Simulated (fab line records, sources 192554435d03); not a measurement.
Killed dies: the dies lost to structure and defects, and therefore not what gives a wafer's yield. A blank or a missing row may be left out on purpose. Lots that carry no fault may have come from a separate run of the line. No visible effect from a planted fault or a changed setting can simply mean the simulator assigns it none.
Matching of chambers || flow n5 finfet || pecvd-03 running N5_BEOL_M9_DEP_56: 3 sister chambers
The step deposits SiCN from 3MS/NH3, target thk 15 nm, time 26.5 s. 6 wafers are shown with their chamber, then 10 later ones without.

EACH WAFER AND ITS CHAMBER
{"wafer": "L085.1", "chamber": 2, "throttle valve pct (%)": 8.7, "showerhead plenum p Torr (Torr)": 3.657}
{"wafer": "L087.3", "chamber": 1, "throttle valve pct (%)": 9.1, "showerhead plenum p Torr (Torr)": 3.667}
{"wafer": "L087.4", "chamber": 0, "throttle valve pct (%)": 8.9, "showerhead plenum p Torr (Torr)": 3.670}
{"wafer": "L087.6", "chamber": 1, "throttle valve pct (%)": 9.1, "showerhead plenum p Torr (Torr)": 3.657}
{"wafer": "L089.1", "chamber": 0, "throttle valve pct (%)": 8.7, "showerhead plenum p Torr (Torr)": 3.656}
{"wafer": "L089.2", "chamber": 2, "throttle valve pct (%)": 8.8, "showerhead plenum p Torr (Torr)": 3.646}

WAFERS MISSING THEIR CHAMBER
{"wafer": "L089.4", "throttle valve pct (%)": 9.0, "showerhead plenum p Torr (Torr)": 3.672}
{"wafer": "L088.1", "throttle valve pct (%)": 9.0, "showerhead plenum p Torr (Torr)": 3.660}
{"wafer": "L088.4", "throttle valve pct (%)": 8.9, "showerhead plenum p Torr (Torr)": 3.669}
{"wafer": "L088.6", "throttle valve pct (%)": 9.2, "showerhead plenum p Torr (Torr)": 3.660}
{"wafer": "L091.1", "throttle valve pct (%)": 8.9, "showerhead plenum p Torr (Torr)": 3.658}
{"wafer": "L091.3", "throttle valve pct (%)": 8.9, "showerhead plenum p Torr (Torr)": 3.671}
{"wafer": "L091.6", "throttle valve pct (%)": 8.8, "showerhead plenum p Torr (Torr)": 3.668}
{"wafer": "L096.1", "throttle valve pct (%)": 8.7, "showerhead plenum p Torr (Torr)": 3.656}
{"wafer": "L096.2", "throttle valve pct (%)": 9.1, "showerhead plenum p Torr (Torr)": 3.662}
{"wafer": "L096.6", "throttle valve pct (%)": 9.0, "showerhead plenum p Torr (Torr)": 3.667}

WHICH CHAMBER EACH WENT THROUGH
{"wafer": "L089.4", "from the rows above": "can't be placed: 1 or 0", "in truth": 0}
{"wafer": "L088.1", "from the rows above": "can't be placed: 1 or 0 or 2", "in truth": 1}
{"wafer": "L088.4", "from the rows above": "can't be placed: 0 or 1 or 2", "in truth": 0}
{"wafer": "L088.6", "from the rows above": 1, "in truth": 1}
{"wafer": "L091.1", "from the rows above": "can't be placed: 0 or 2 or 1", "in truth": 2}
{"wafer": "L091.3", "from the rows above": "can't be placed: 0 or 1 or 2", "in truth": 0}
{"wafer": "L091.6", "from the rows above": "can't be placed: 0 or 2", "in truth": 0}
{"wafer": "L096.1", "from the rows above": "can't be placed: 2 or 0", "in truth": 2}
{"wafer": "L096.2", "from the rows above": 1, "in truth": 1}
{"wafer": "L096.6", "from the rows above": "can't be placed: 1 or 0", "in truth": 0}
Correctly placed: 2 of 10. These rows do not allow placing 8 (true chamber among the candidates in 8). Number placed wrongly: 0.
How it was worked out, from the rows above alone: a wafer's distance from a chamber is the root of the sum, over the readings, of the square of ((its reading less the chamber's mean) divided by the reading's scatter). The wafer belongs to the nearest chamber; if the next one is less than 2 further off, it can't be placed. A chamber's mean is the mean of its shown wafers. The scatter: the root of (the sum of the squares of (reading less its chamber's mean) over the shown wafers, divided by (wafers less chambers)).
